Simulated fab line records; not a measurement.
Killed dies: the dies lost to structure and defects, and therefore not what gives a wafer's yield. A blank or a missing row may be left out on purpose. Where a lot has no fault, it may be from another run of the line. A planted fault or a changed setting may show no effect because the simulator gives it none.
2 desks, one fault ; flow n5-finfet ; each desk has only its own numbers; what lay behind them comes last

## FROM THE METROLOGY DESK
Means of the sampled wafers that have a number, per lot and without regard to the tool the lot ran on: this is what the gauges read. Marked OUT: a lot whose mean sits more than 4 standard deviations from the usual mean, which makes it out of limits; the brackets give that distance.
Columns: A = V13_OVL at N5_BEOL_M14_OVL_MEAS_11, usual -3 nm
lot;first seen here;A
L744;day 11 12:32;-7
L745;day 12 07:07;8
L748;day 13 03:40;36 (+7.7) OUT
L749;day 13 04:52;49 (+10) OUT
L750;day 13 07:12;38 (+8.2) OUT
L752;day 13 19:47;-3
L754;day 14 01:15;-5
L759;day 15 08:49;-6
L762;day 16 02:52;-1
L763;day 16 09:08;-12
L767;day 17 11:21;-4
This desk's result: L748, L749, L750 out of limits, first on L748 (V13_OVL at N5_BEOL_M14_OVL_MEAS_11), day 13 03:40. L744, L745, L752, L754, L759, L762, L763, L767 stayed within limits.

## DESK OF THE TOOL OWNER: krf-scanner-01
The tool's own readings at N5_BEOL_M14_EXPOSE_07 (exposes mask V13): means of the sampled wafers that have a number, for each lot that ran on this tool. Marked OUT: a lot whose mean sits more than 4 standard deviations from the usual mean, which makes it out of limits; the brackets give that distance.
Columns: A = focus-offset-nm at N5_BEOL_M14_EXPOSE_07, usual 0.1 nm
lot;first seen here;A
L744;day 11 12:20;0.5
L745;day 12 06:55;-0.3
L748;day 13 03:28;0.3
L749;day 13 04:40;-0.2
L750;day 13 07:01;0.0
Result from this desk: across the 5 lots, nothing is out of limits.

## PUT TOGETHER
The metrology desk could have raised an alarm at day 13 03:40, on L748, L749, L750.
The tool owner's desk saw nothing out of limits.
Tool owner's desk: L748, L749, L750 on record, inside its limits.
Every lot named ran N5_BEOL_M14_EXPOSE_07 on krf-scanner-01.

## WHAT THE SIMULATOR PUT IN
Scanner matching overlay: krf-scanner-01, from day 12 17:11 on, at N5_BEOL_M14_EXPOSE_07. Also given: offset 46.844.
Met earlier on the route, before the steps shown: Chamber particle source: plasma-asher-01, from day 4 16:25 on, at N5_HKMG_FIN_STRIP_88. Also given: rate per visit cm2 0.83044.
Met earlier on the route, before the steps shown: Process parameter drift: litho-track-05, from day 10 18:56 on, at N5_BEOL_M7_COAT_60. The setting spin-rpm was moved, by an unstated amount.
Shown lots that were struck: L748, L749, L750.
Per desk, hours elapsed from the start of the fault to the first reading out of limits: for the metrology desk, 10.
